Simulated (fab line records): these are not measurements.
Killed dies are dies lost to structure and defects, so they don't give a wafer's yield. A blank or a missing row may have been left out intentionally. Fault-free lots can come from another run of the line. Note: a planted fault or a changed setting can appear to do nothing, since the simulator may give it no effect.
fab line records + flow n5_finfet
record
- lots=4
- wafers=12
- last_day=18
route steps=1938 shown BEOL_M2@846 BEOL_M4@1111 PASSIVATION@1936
lots that met no fault: taken from a fault-free run of the same line
start_h: start of the lot's first displayed wafer, in hours after the record's first day + wait_h: how many hours have passed since the lot's step before this one + " as in the row above + L1.1+2: a single row standing in for several wafers + - value missing, or start not given + * or withheld: withheld + < > ~ a bound
route shown NAME@n: NAME is a module with steps in the file, n the number in the route of the first one + usual: mean/standard deviation of fault-free wafers + same: alike in all rows + chamber/n: place in a boat + sites: each site's reading + _std_site: standard deviation across them + _edge_site: mean of outer sites minus mean of inner sites + radius_mm: for every site, how far away it sits from the centre of the wafer + mask NAME#n: copy n + behind: the tool/chamber that last shaped the wafer + hold: what put the lot on hold/how long, in hours/how the hold closed + device: the transistor (n, p or np) that didn't switch + end of line: the route-end tests of the same wafers + a step without rows: its recipe alone + killed: not the wafer's yield, but the dies lost to structure and defects at the first sort + map: dies across one wafer; x = killed, . = not, _ = none there
set.NAME: the run value of the setting; set.NAME@STEP: its run value at that earlier step + model.NAME: the simulator's own value behind a step, which no gauge read
lots at some steps of the route; a table a step, a row a wafer
services: when a tool's chamber went out of use (start_h, in hours from the record's first day, below 0 if earlier), for how many hours, and the reason
## steps
# step N5_BEOL_M2_COAT_62
# recipe
- resist=SiARC
- temp_c=220
- time_s=60
- spin_rpm=1500
- resist_thk_nm=12
# step N5_BEOL_M2_COAT_73
# recipe
- resist=underlayer
- temp_c=205
- time_s=60
- spin_rpm=1500
- resist_thk_nm=5
# step N5_BEOL_M2_COAT_05
# recipe
- resist=CAR-EUV
- spin_rpm=1500
- resist_thk_nm=30
# step N5_BEOL_M2_EBR_07
# recipe
- solvent=PGMEA
- ebr_width_mm=1.5
# step N5_BEOL_M2_SOFTBAKE_06
# recipe
- temp_c=110
- time_s=60
- resist=CAR-EUV
# step N5_BEOL_M2_EXPOSE_08
# recipe
- mask_id=M2
- na=0.33
- source_shape=dipole
- sigma_inner=0.369
- sigma_outer=0.767
- polarization=unpolarized
- dose_mj=41.25
# step N5_BEOL_M2_PEB_09
# recipe
- peb_temp_c=100
- peb_time_s=60
- resist=CAR-EUV
# step N5_BEOL_M2_DEVELOP_10
# recipe
- develop_time_s=30
- developer=TMAH
- resist=CAR-EUV
- rinse_liquid=surfactant_rinse
- dry=air_spin
- dev_temp_c=23
# step N5_BEOL_M2_DESCUM_16
# recipe
- chemistry=O2
- time_s=7
- source_power_w=50
- bias_power_w=20
- pressure_mtorr=20
- rf_frequency_hz=2.712e+07
- temp_c=40
- resist=CAR-EUV
- o2_flow_sccm=225
# step N5_BEOL_M2_ETCH_74
# recipe
- chemistry=N2/H2
- target=underlayer
- target_depth_a=65
- mask_material=CAR-EUV
- time_s=5.2
- ion_energy_ev=200
- pressure_mtorr=30
- source_w=840
- bias_w=150
- n2_flow_sccm=200
- h2_flow_sccm=200
- ends=cleared
# usual
- drypump_motor_current_A=5.8/0.39
- etch_rf_on_time_s=5.13/0.13
- h2_flow_sccm=199.9/0.58
- n2_flow_sccm=199.9/0.59
- oes_product_au=0.71/0.08
- rf_vpp_V=524/3.5
- showerhead_plenum_p_Torr=2.53/0.11
- throttle_valve_pct=17.98/0.24
| lot.wafer | tool        | chamber | start_h | wait_h | drypump_motor_current_A | etch_rf_on_time_s | h2_flow_sccm | n2_flow_sccm | oes_product_au | rf_hours_counter_h | rf_vpp_V | showerhead_plenum_p_Torr | throttle_valve_pct |
|-----------|-------------|---------|---------|--------|-------------------------|-------------------|--------------|--------------|----------------|--------------------|----------|--------------------------|--------------------|
| L629.1    | rie_diel-04 | 0       | 178.08  | 0.0    | 6.2                     | 5.02              | 200.1        | 199.8        | 0.77           | 32                 | 527      | 2.71                     | 18.12              |
| L629.3    | "           | 1       | "       | "      | 6.0                     | 5.03              | 200.0        | 200.3        | 0.81           | 7                  | 522      | 2.50                     | 17.65              |
| L629.6    | "           | 2       | "       | "      | 6.0                     | 5.02              | 200.8        | 199.9        | 0.75           | -                  | 523      | 2.48                     | 17.82              |
| L640.4    | rie_diel-04 | 2       | 237.00  | 0.0    | 6.0                     | 5.09              | 199.3        | 200.8        | 0.74           | -                  | 522      | 2.47                     | 17.88              |
| L640.5    | "           | 1       | "       | "      | 6.0                     | 5.02              | 199.4        | 199.5        | 0.78           | -                  | 522      | 2.49                     | 17.68              |
| L640.6    | "           | 0       | "       | "      | 6.2                     | 5.07              | 201.5        | 200.2        | 0.73           | -                  | 529      | 2.70                     | 18.16              |
| L641.1    | rie_diel-04 | 2       | 243.24  | 0.0    | 5.9                     | 5.06              | 200.1        | 200.4        | 0.72           | 67                 | 522      | 2.47                     | 17.87              |
| L641.5    | "           | 1       | "       | "      | 6.0                     | 4.98              | 200.7        | 200.5        | 0.77           | -                  | 522      | 2.49                     | 17.71              |
| L641.6    | "           | 2       | "       | "      | 5.9                     | 5.01              | 200.4        | 201.1        | 0.73           | -                  | 522      | 2.47                     | 17.87              |
| L644.3    | rie_diel-05 | 1       | 267.39  | 0.0    | 5.5                     | 5.01              | 199.6        | 200.6        | 0.72           | 82                 | 526      | 2.58                     | 18.16              |
| L644.5    | "           | 0       | "       | "      | 5.4                     | 5.02              | 200.3        | 200.4        | 0.81           | -                  | 522      | 2.50                     | 17.68              |
| L644.6    | "           | 3       | "       | "      | 4.9                     | 5.31              | 200.3        | 199.6        | 0.70           | -                  | 527      | 2.69                     | 17.98              |
# step N5_BEOL_M2_ETCH_63
# recipe
- chemistry=CF4
- target=SiARC
- target_depth_a=156
- mask_material=CAR-EUV
- time_s=26
- ion_energy_ev=80
- pressure_mtorr=40
- source_w=545
- bias_w=36
- Ar_flow_sccm=100
- cf4_flow_sccm=100
- ends=cleared
# step N5_BEOL_M2_ETCH_64
# recipe
- chemistry=N2/H2
- target=SOC
- target_depth_a=750
- overetch_a=225
- mask_material=SiARC
- temp_c=40
- time_s=121.9
- ion_energy_ev=200
- pressure_mtorr=30
- source_w=840
- bias_w=150
- n2_flow_sccm=200
- h2_flow_sccm=200
# step N5_BEOL_M2_STRIP_65
# recipe
- chemistry=N2/H2
- temp_c=40
- n2_flow_sccm=200
- h2_flow_sccm=200
- rf_frequency_hz=6e+07
# step N5_BEOL_M2_STRIP_75
# recipe
- chemistry=N2/H2
- temp_c=40
- n2_flow_sccm=200
- h2_flow_sccm=200
- rf_frequency_hz=6e+07
# step N5_BEOL_M2_STRIP_66
# recipe
- chemistry=CF4
- resist=SiARC
- power_w=300
- bias_power_w=75
- pressure_mtorr=50
- cf4_flow_sccm=150
- rf_frequency_hz=6e+07
# step N5_BEOL_M2_HM_OPEN_17
# recipe
- chemistry=Cl2/BCl3
- target_depth_a=200
- overetch_a=60
- target=TiN
- mask_material=SOC
- ion_energy_ev=150
- pressure_mtorr=10
- icp_w=1000
- bias_w=126
- Cl2_flow_sccm=53.25
- bcl3_flow_sccm=21.75
- Ar_flow_sccm=25
# step N5_BEOL_M2_STRIP_19
# recipe
- chemistry=O2
- power_w=400
- temp_c=40
- pressure_mtorr=30
- rf_frequency_hz=6e+07
- bias_power_w=0
- overash_fraction=0.2
- o2_flow_sccm=225
# step N5_BEOL_M2_COAT_67
# recipe
- resist=SOC
- temp_c=250
- time_s=60
- spin_rpm=1500
- resist_thk_nm=60
# step N5_BEOL_M2_COAT_68
# recipe
- resist=SiARC
- temp_c=220
- time_s=60
- spin_rpm=1500
- resist_thk_nm=12
# step N5_BEOL_M2_COAT_76
# recipe
- resist=underlayer
- temp_c=205
- time_s=60
- spin_rpm=1500
- resist_thk_nm=5
# step N5_BEOL_M2_COAT_22
# recipe
- resist=CAR-EUV
- spin_rpm=1500
- resist_thk_nm=30
# step N5_BEOL_M2_EBR_24
# recipe
- solvent=PGMEA
- ebr_width_mm=1.5
# step N5_BEOL_M2_SOFTBAKE_23
# recipe
- temp_c=110
- time_s=60
- resist=CAR-EUV
# step N5_BEOL_M2_EXPOSE_25
# recipe
- mask_id=V1
- na=0.33
- source_shape=quasar
- sigma_inner=0.2
- sigma_outer=0.8
- polarization=unpolarized
- defocus_nm=5
- dose_mj=63
# step N5_BEOL_M2_PEB_26
# recipe
- peb_temp_c=100
- peb_time_s=60
- resist=CAR-EUV
# step N5_BEOL_M2_DEVELOP_27
# recipe
- develop_time_s=30
- developer=TMAH
- resist=CAR-EUV
- rinse_liquid=surfactant_rinse
- dry=air_spin
- dev_temp_c=23
# step N5_BEOL_M2_INSPECT_30
# recipe
- mode=adi
- inspect_instrument=brightfield
# usual
- raw_defect_count=430/91
| lot.wafer | tool              | chamber | start_h | wait_h | raw_defect_count |
|-----------|-------------------|---------|---------|--------|------------------|
| L629.1    | defect_inspect-02 | -       | 179.14  | 0.1    | 286              |
| L629.3    | "                 | -       | "       | "      | 287              |
| L629.6    | "                 | -       | "       | "      | 297              |
| L640.4    | defect_inspect-02 | -       | 237.92  | 0.0    | 511              |
| L640.5    | "                 | -       | "       | "      | 1043             |
| L640.6    | "                 | -       | "       | "      | 570              |
| L641.1    | defect_inspect-01 | -       | 244.04  | 0.1    | 401              |
| L641.5    | "                 | -       | "       | "      | 1095             |
| L641.6    | "                 | -       | "       | "      | 460              |
| L644.3    | defect_inspect-01 | -       | 268.32  | 0.0    | 497              |
| L644.5    | "                 | -       | "       | "      | 357              |
| L644.6    | "                 | -       | "       | "      | 567              |
# step N5_BEOL_M2_DESCUM_33
# recipe
- chemistry=O2
- time_s=7
- source_power_w=50
- bias_power_w=20
- pressure_mtorr=20
- rf_frequency_hz=2.712e+07
- temp_c=40
- resist=CAR-EUV
- o2_flow_sccm=225
# step N5_BEOL_M4_RC_MEAS_101
# usual
- DIBL_N=35.3/1.8
- DIBL_P=35.2/2.2
- IOFF_N=0.144/0.029
- IOFF_P=0.19/0.031
- ION_N=670/12
- ION_P=460/7.6
- SS_N=71.2/0.62
- SS_P=73.0/0.69
- VT_N=251/3.4
- VT_P=-251.4/2.6
| lot.wafer | tool      | chamber | start_h | wait_h | DIBL_N[mV/V] | DIBL_P[mV/V] | IOFF_N[nA/um] | IOFF_P[nA/um] | ION_N[uA/um] | ION_P[uA/um] | SS_N[mV/dec] | SS_P[mV/dec] | VT_N[mV] | VT_P[mV] |
|-----------|-----------|---------|---------|--------|--------------|--------------|---------------|---------------|--------------|--------------|--------------|--------------|----------|----------|
| L629.1    | prober-02 | 0       | 237.24  | 0.0    | 32.6         | 32.2         | 0.105         | 0.16          | 652          | 460          | 69.8         | 72.3         | 251      | -251.4   |
| L629.3    | "         | 0       | "       | "      | 36.0         | 36.2         | 0.167         | 0.22          | 675          | 466          | 71.4         | 73.4         | 246      | -249.7   |
| L629.6    | "         | 0       | "       | "      | 34.3         | 34.3         | 0.132         | 0.18          | 679          | 472          | 71.6         | 72.6         | 249      | -250.0   |
| L640.4    | prober-01 | 0       | 306.57  | 0.5    | 35.6         | 35.2         | 0.147         | 0.20          | 671          | 461          | 71.0         | 72.5         | 251      | -251.2   |
| L640.5    | "         | 0       | "       | "      | 34.7         | 34.0         | 0.135         | 0.19          | 677          | 466          | 71.4         | 72.9         | 249      | -251.4   |
| L640.6    | "         | 0       | "       | "      | 33.9         | 32.9         | 0.112         | 0.17          | 658          | 460          | 71.1         | 72.0         | 255      | -253.4   |
| L641.1    | prober-01 | 0       | 315.70  | 0.4    | 36.4         | 37.8         | 0.178         | 0.23          | 677          | 462          | 71.9         | 73.2         | 249      | -249.2   |
| L641.5    | "         | 0       | "       | "      | 35.5         | 36.3         | 0.151         | 0.22          | 668          | 459          | 70.6         | 73.7         | 252      | -250.2   |
| L641.6    | "         | 0       | "       | "      | 34.9         | 35.2         | 0.143         | 0.20          | 665          | 459          | 71.3         | 73.4         | 252      | -250.3   |
| L644.3    | prober-01 | 0       | 324.62  | 0.3    | 37.0         | 36.2         | 0.164         | 0.20          | 662          | 454          | 71.0         | 72.8         | 251      | -248.7   |
| L644.5    | "         | 0       | "       | "      | 34.9         | 34.8         | 0.121         | 0.19          | 650          | 453          | 71.0         | 72.2         | 255      | -249.4   |
| L644.6    | "         | 0       | "       | "      | 37.3         | 37.1         | 0.172         | 0.22          | 663          | 456          | 71.1         | 73.3         | 250      | -248.1   |
# step N5_PASSIVATION_PROBE_49
# usual
- defect_limited_yield=91.0/1.4
- killed_at_M0_to_M3=36/10
- killed_at_M4_up=15/5
- killed_at_contacts=12/6.1
- killed_at_front_end=40/13
- killed_at_other=3.8/2.9
- killed_dies=106/16
- killed_on_rim=14/4.1
- killed_open=68/12
- killed_short=35/8.2
- sort_bin_5_function=5.2/0.9
- sort_bin_6_memory=3.4/0.71
- sort_n_pass=1073/17
- sort_yield_pct=91.0/1.5
# same
- gross_dies=1180
- killed_at_back_side=0
- sort_bin_4_leakage[%]=0
- sort_bin_8_speed[%]=0
| lot.wafer | tool      | chamber | start_h | wait_h | defect_limited_yield[%] | killed_at_M0_to_M3 | killed_at_M4_up | killed_at_contacts | killed_at_front_end | killed_at_other | killed_dies | killed_on_rim | killed_open | killed_short | sort_bin_5_function[%] | sort_bin_6_memory[%] | sort_n_pass | sort_yield_pct[%] |
|-----------|-----------|---------|---------|--------|-------------------------|--------------------|-----------------|--------------------|---------------------|-----------------|-------------|---------------|-------------|--------------|------------------------|----------------------|-------------|-------------------|
| L629.1    | prober-02 | -       | 363.06  | 0.0    | 89.7                    | 42                 | 20              | 18                 | 41                  | 1               | 122         | 19            | 83          | 39           | 5.8                    | 4.2                  | 1058        | 89.7              |
| L629.3    | prober-02 | -       | 363.16  | 0.1    | 91.3                    | 29                 | 20              | 12                 | 40                  | 2               | 103         | 21            | 68          | 35           | 5.2                    | 3.5                  | 1077        | 91.3              |
| L629.6    | prober-02 | -       | 363.31  | 0.3    | 90.3                    | 45                 | 23              | 13                 | 32                  | 2               | 115         | 18            | 68          | 46           | 5.3                    | 4.0                  | 1065        | 90.3              |
| L640.4    | prober-01 | -       | 413.02  | 0.2    | 88.1                    | 57                 | 14              | 14                 | 51                  | 4               | 140         | 15            | 94          | 45           | 8.6                    | 3.0                  | 1040        | 88.1              |
| L640.5    | prober-01 | -       | 413.07  | 0.2    | 84.5                    | 119                | 24              | 10                 | 26                  | 4               | 183         | 33            | 64          | 34           | 7.5                    | 5.1                  | 997         | 84.5              |
| L640.6    | prober-01 | -       | 413.12  | 0.3    | 91.2                    | 24                 | 7               | 13                 | 53                  | 7               | 104         | 16            | 72          | 30           | 5.0                    | 3.4                  | 1076        | 91.2              |
| L641.1    | prober-02 | -       | 428.97  | 0.0    | 91.4                    | 43                 | 10              | 3                  | 43                  | 3               | 102         | 17            | 67          | 29           | 4.9                    | 3.4                  | 1078        | 91.4              |
| L641.5    | prober-02 | -       | 429.17  | 0.2    | 82.7                    | 116                | 14              | 12                 | 59                  | 3               | 204         | 43            | 85          | 30           | 10.3                   | 3.8                  | 976         | 82.7              |
| L641.6    | prober-02 | -       | 429.22  | 0.3    | 89.6                    | 37                 | 13              | 10                 | 50                  | 13              | 123         | 12            | 68          | 48           | 5.9                    | 3.5                  | 1057        | 89.6              |
# killed by level:class
L629.1 STI_FIN_REVEAL:geometric_particle:open=14 MOL_CONTACT_COAG:geometric_particle:open=13 BEOL_M0_SAQP:geometric_particle:open=11 BEOL_M0_SAQP:geometric_particle:short=9 BEOL_M2:geometric_particle:open=9 BEOL_M4:geometric_particle:open=9 BEOL_M3:geometric_particle:open=7 STI_FIN_REVEAL:geometric_particle:short=6
L629.3 MOL_CONTACT_COAG:geometric_particle:open=11 BEOL_M4:geometric_particle:open=10 BEOL_M0_SAQP:geometric_particle:open=7 STI_FIN_REVEAL:geometric_particle:open=6 BEOL_M0_SAQP:geometric_particle:short=6 DUMMY_GATE:geometric_particle:short=5 BEOL_M3:geometric_particle:open=5 GATE_CUT:geometric_particle:short=4
L629.6 BEOL_M0_SAQP:geometric_particle:open=13 BEOL_M0_SAQP:geometric_particle:short=11 BEOL_M4:geometric_particle:open=11 MOL_CONTACT_COAG:geometric_particle:open=10 BEOL_M3:geometric_particle:open=10 FIN_SAQP:geometric_particle:short=8 STI_FIN_REVEAL:geometric_particle:open=5 BEOL_M5:geometric_particle:short=4
L640.4 FIN_SAQP:geometric_particle:open=18 BEOL_M0_SAQP:geometric_particle:short=15 BEOL_M0_SAQP:geometric_particle:open=15 FIN_SAQP:geometric_particle:short=13 BEOL_M2:geometric_particle:open=11 MOL_CONTACT_COAG:geometric_particle:open=10 BEOL_M1:geometric_particle:open=9 STI_FIN_REVEAL:geometric_particle:open=6
L640.5 BEOL_M2:unspecified=78 BEOL_M0_SAQP:geometric_particle:open=13 BEOL_M0_SAQP:geometric_particle:short=13 MOL_CONTACT_COAG:geometric_particle:open=9 BEOL_M4:geometric_particle:open=8 BEOL_M1:geometric_particle:open=6 FIN_SAQP:geometric_particle:short=5 BEOL_M6:geometric_particle:open=5
L640.6 FIN_SAQP:geometric_particle:short=12 FIN_SAQP:geometric_particle:open=12 MOL_CONTACT_COAG:geometric_particle:open=11 BEOL_M0_SAQP:geometric_particle:open=10 DUMMY_GATE:geometric_particle:open=7 BEOL_M3:geometric_particle:open=6 GATE_CUT:geometric_particle:open=5 STI_FIN_REVEAL:geometric_particle:open=4
L641.1 STI_FIN_REVEAL:geometric_particle:open=13 STI_FIN_REVEAL:geometric_particle:short=8 BEOL_M2:geometric_particle:open=8 BEOL_M0_SAQP:geometric_particle:short=7 BEOL_M0_SAQP:geometric_particle:open=7 STARTING-WAFER:geometric_particle:open=7 BEOL_M3:geometric_particle:open=5 BEOL_M1:geometric_particle:open=4
L641.5 BEOL_M2:unspecified=80 STI_FIN_REVEAL:geometric_particle:open=20 MOL_CONTACT_COAG:geometric_particle:open=11 BEOL_M2:geometric_particle:open=11 FIN_SAQP:geometric_particle:open=10 FIN_SAQP:geometric_particle:short=9 BEOL_M0_SAQP:geometric_particle:open=8 BEOL_M3:geometric_particle:open=6
L641.6 STI_FIN_REVEAL:geometric_particle:open=18 BEOL_M0_SAQP:geometric_particle:short=18 BEOL_M0_SAQP:geometric_particle:open=13 FIN_SAQP:geometric_particle:short=12 MIM_TOP_ETCH:geometric_particle:short=8 BEOL_M4:geometric_particle:open=7 FIN_SAQP:geometric_particle:open=6 MOL_CONTACT_COAG:geometric_particle:open=6
# map L640.5 (x killed, . not)
_________________...x..x..x..________________
______________..xx.......x......_____________
___________.x..x.........x....x....__________
__________x...........x............x_________
________......x.x...........x........._______
_______.........x......................______
______x...............x................._____
_____...xx.................x.........xx..____
____...................x..................___
___.....x...x.......x......................__
___........................................__
__x..........................x..........xx.x_
__....................x.....x............xx._
_x..........................x................
_..........x...............x........x..x..x..
_......x...x....................x............
_...x...x................x..x............xx..
_.......x...........................x.....x..
_............x..............x......x.........
_...........x.x..x...........................
_....................x.....x........x........
__...................................x..x..._
__x......x..............x.x....x....xx....x._
___.x..............x.......................__
___........xx......x........xx....x........__
____......x.............x....x.....x......___
_____..................x....x..x.........____
______.x..x...........xxxxxx.x.xx.x....x_____
_______....x.x.....xxx.xxxxxxxxx.......______
________.........x.x.xxxxxxxxxxx......_______
__________.......xx.xxxxxxxxxxxxxx.._________
___________.........xxxxxxxxxxxxx..__________
______________x..x.xxxxxxxxxxxxx_____________
_________________x...xxxxxxxx________________
# map L641.5 (x killed, . not)
_________________............________________
______________................x._____________
___________.x....................xx__________
__________.x........................_________
________....x.....................x..._______
_______xx.......x....................x.______
______.................x............xx.x_____
_____......................x.x........x..____
____.x....x................x.......xx....x___
___....x..................x........x..x..x.__
___...............x.x.............xxx....x.__
__.....x...................x....xx.........._
__.....x.............x.....................x_
_...xx........................x.........x..xx
_................xx...............x..........
_....................x.....x.x...............
_..x................x..........x...x.x....x.x
_xx.....xxxx........x..x.......x.....x.....xx
_x..............x.x...x......x...............
_..x.........x.......x...x.......x.......x...
_.x....x...x.x......................x...x....
__.............................x............_
__.........x....x......x..x....x...x......x._
___x....x............x.....x.x.........x...__
___............x............xx............x__
____......x.....x.........x.....x.........___
_____.........x..........xx.x.x........x.____
______..............x.x.xx.x.xxx........_____
_______......x.......x.xxxxxxxx.x...x..______
________............xxxxxxxxxxxxx..x.._______
__________.....x.x..xxxxxxxxxxxxx..._________
___________...x....x.xxxxxxxxxxxxx.__________
______________.x....xxxxxxxxxxxx_____________
_________________...xxxxxxxxx________________
## services
| tool        | chamber | start_h | hours | kind                          |
|-------------|---------|---------|-------|-------------------------------|
| rie_diel-05 | 0       | 213.65  | -     | clean                         |
| rie_diel-05 | 0       | 213.65  | -     | consumable_replace:focus_ring |
| rie_diel-05 | 0       | 213.65  | 29.7  | scheduled_down                |
| rie_diel-05 | 0       | 213.65  | 29.7  | vent_cycle                    |
| rie_diel-04 | 3       | 232.80  | -     | clean                         |
| rie_diel-04 | 3       | 232.80  | -     | consumable_replace:focus_ring |
| rie_diel-04 | 3       | 232.80  | 26.5  | scheduled_down                |
| rie_diel-04 | 3       | 232.80  | 26.5  | vent_cycle                    |
## key
first_sign
- step=N5_BEOL_M2_INSPECT_30
- reading=raw_defect_count
- direction=up
- sigmas=7
- usual=430
- struck=1069
effect
- step=N5_PASSIVATION_PROBE_49
- reading=killed_at_M0_to_M3
- direction=up
- sigmas=7.9
- usual=36
- struck=118
more_kills_born_at
- N5_BEOL_M2_ETCH_74@rie_diel-04=158
met_at N5_BEOL_M2_ETCH_74
struck_wafers L640.5,L641.5
onset_between 178.08 237.00
fault
- kind=chamber_particle_source
- tool=rie_diel-04
- chamber=1
- onset_h=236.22
- steps=N5_BEOL_M2_ETCH_74
- rate_per_visit_cm2=1.0555
- end_h=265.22
